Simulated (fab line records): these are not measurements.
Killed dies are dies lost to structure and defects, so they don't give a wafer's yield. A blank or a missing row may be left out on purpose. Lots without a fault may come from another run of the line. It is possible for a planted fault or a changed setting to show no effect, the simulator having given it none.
Which tool did it? || flow nand-harc || 18 wafers sampled from 6 lots at 1 step of a route of 1159

== WHAT THE GAUGES SHOWED, per wafer ==
NHARC_A_SLIT_OVL_MEAS_10.
{"lot": "L689", "measured": "day 14 21:25", "on": "overlay-02", "overlay-x-nm (nm)": "-0.3 -0.4 -0.8"}
{"lot": "L692", "measured": "day 15 04:29", "on": "overlay-01", "overlay-x-nm (nm)": "-1.3 -1.9 -1.1"}
{"lot": "L691", "measured": "day 15 16:13", "on": "overlay-02", "overlay-x-nm (nm)": "-0.1 0.2 -0.5"}
{"lot": "L701", "measured": "day 17 06:01", "on": "overlay-01", "overlay-x-nm (nm)": "-0.4 -0.2 -0.7"}
{"lot": "L706", "measured": "day 18 22:30", "on": "overlay-01", "overlay-x-nm (nm)": "0.1 0.1 0.2"}
{"lot": "L709", "measured": "day 20 02:11", "on": "overlay-01", "overlay-x-nm (nm)": "-0.8 -1.0 -1.1"}

== WHAT TOOL EACH LOT RAN ON (gives the tool, then ch and the chambers of the sampled wafers, and finally the start) ==
Record: no process step prior to these readings.

== THE ANSWER, worked out from the rows above alone ==
Rule: the usual values come from the lots themselves. Put in order of their means at a reading, lots are off if they are a third of the lots or fewer, leave a main group of 4 or more, and stand apart from it by a gap of 3 or more times the standard deviation of the main group's means; of several such gaps the widest counts. The tables above print the reading to a certain number of digits; a main group whose means all agree to those digits is not used. A lot without any number at a reading at which 4 lots or more have one is off too. The other lots that the step has rows for count as sound.
Across all readings shown, no lot is off: no conclusion can be drawn from this.

== WHAT WAS PUT IN BY THE SIMULATOR ==
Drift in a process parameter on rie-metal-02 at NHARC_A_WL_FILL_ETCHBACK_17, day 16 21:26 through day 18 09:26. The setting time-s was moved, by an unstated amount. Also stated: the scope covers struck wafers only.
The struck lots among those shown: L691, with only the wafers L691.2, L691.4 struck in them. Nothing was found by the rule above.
